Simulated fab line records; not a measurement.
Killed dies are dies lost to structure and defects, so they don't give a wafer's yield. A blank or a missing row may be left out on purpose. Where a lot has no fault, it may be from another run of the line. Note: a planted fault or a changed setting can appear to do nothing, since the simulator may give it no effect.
Chamber matching ; flow nand-harc ; rie-diel-12 running NHARC_THIN_TSV_ETCH_44: 4 sister chambers
The step etches the open film in CF4/O2, target depth 1594.2 nm, time 797.1 s. 4 wafers are shown with their chamber, then 10 later ones without.

WAFERS WITH THEIR CHAMBER
wafer;chamber;drypump-motor-current-A (A)
L085.2;2;5.3
L085.6;0;5.4
L092.1;1;6.4
L092.2;3;5.9

WAFERS WITH NO CHAMBER GIVEN
wafer;drypump-motor-current-A (A)
L092.6;6.3
L091.4;5.8
L091.5;5.4
L091.6;5.9
L095.2;5.4
L095.4;5.3
L095.5;5.4
L096.1;6.4
L096.4;5.3
L096.5;5.9

EACH ONE'S CHAMBER
wafer;from the rows above;in truth
L092.6;1;1
L091.4;3;3
L091.5;0;0
L091.6;3;3
L095.2;0;0
L095.4;2;2
L095.5;0;0
L096.1;1;1
L096.4;2;2
L096.5;3;3
Correct placement for 10 of the 10. Left unplaced by these rows: 0. Wrongly placed: 0.
How it was worked out, from the rows above alone: a wafer's distance from a chamber is the root of the sum, over the readings, of the square of ((its reading less the chamber's mean) divided by the reading's scatter). The wafer belongs to the nearest chamber; if the next one is less than 2 further off, it can't be placed. The mean given for a chamber averages the wafers shown for that chamber. The scatter (one wafer shown for each chamber): square how far every hidden wafer sits from the nearest shown wafer, average those squares and take the square root.
